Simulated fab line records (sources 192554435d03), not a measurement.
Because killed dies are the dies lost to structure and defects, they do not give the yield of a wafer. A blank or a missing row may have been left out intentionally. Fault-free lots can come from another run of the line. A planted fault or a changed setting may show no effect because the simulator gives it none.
Chamber matching -- flow n5Finfet -- aldSin-02 running N5_GATE_CUT_SAC_CAP_01: 4 sister chambers
The step material SiNx, target thk 24 nm, pulse time 1 s, ald cycles 480. 27 wafers are shown with their chamber, then 12 later ones without.

## EACH WAFER AND ITS CHAMBER
wafer,chamber,heaterPowerW (W),precursorPulseHeightRel
L076.1,1,840,0.991
L076.3,3,817,0.977
L076.5,1,805,1.025
L078.3,1,805,0.998
L078.5,0,935,0.995
L078.6,3,835,0.990
L079.2,1,832,1.005
L079.5,0,946,0.969
L079.6,1,803,0.983
L080.2,1,825,1.025
L080.3,3,822,0.987
L080.6,3,818,1.040
L082.1,2,749,0.975
L082.2,0,951,0.981
L082.5,2,774,1.019
L084.1,1,812,0.997
L084.5,0,952,1.009
L084.6,3,818,0.957
L086.1,1,834,0.999
L086.5,0,932,1.021
L086.6,1,801,1.003
L087.2,1,818,1.001
L087.3,3,846,0.996
L087.5,1,844,1.031
L088.1,3,808,1.029
L088.3,0,904,1.019
L088.5,0,936,1.026

SIGNATURES (averages over the wafers above)
reading,chamber 0,chamber 1,chamber 2,chamber 3,scatter within a chamber
heaterPowerW,936.57,819.91,761.50,823.43,15.4
precursorPulseHeightRel,1.00286,1.00527,0.99700,0.99657,0.022
Rule: for each reading, subtract the chamber's mean from the wafer's reading, divide by that reading's scatter and square the result; add these up over the readings and take the root, which gives the wafer's distance from the chamber. If the next closest chamber is less than 2 further off than the closest, the wafer can't be placed; otherwise it belongs to the closest. The scatter: the root of (the sum of the squares of (reading less its chamber's mean) over the shown wafers, divided by (wafers less chambers)).

## WAFERS WHOSE CHAMBER IS MISSING
wafer,heaterPowerW (W),precursorPulseHeightRel
L090.1,799,0.997
L090.3,821,1.013
L090.4,944,1.007
L092.1,829,1.025
L092.2,777,0.969
L092.3,833,0.992
L093.1,939,0.979
L093.4,832,0.994
L093.5,765,1.022
L095.2,765,1.005
L095.3,937,0.996
L095.4,832,0.950

## THE CHAMBER EACH PASSED THROUGH
wafer,from the rows above,in truth
L090.1,can't be placed: 1 or 3 or 2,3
L090.3,can't be placed: 1 or 3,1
L090.4,0,0
L092.1,can't be placed: 1 or 3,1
L092.2,can't be placed: 2 or 1 or 3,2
L092.3,can't be placed: 3 or 1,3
L093.1,0,0
L093.4,can't be placed: 3 or 1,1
L093.5,2,2
L095.2,2,2
L095.3,0,0
L095.4,can't be placed: 3 or 1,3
Placed correctly: 5 of 12. Can't be placed from these rows: 7 (the true chamber is among the candidates in 7). Wrongly placed: 0.
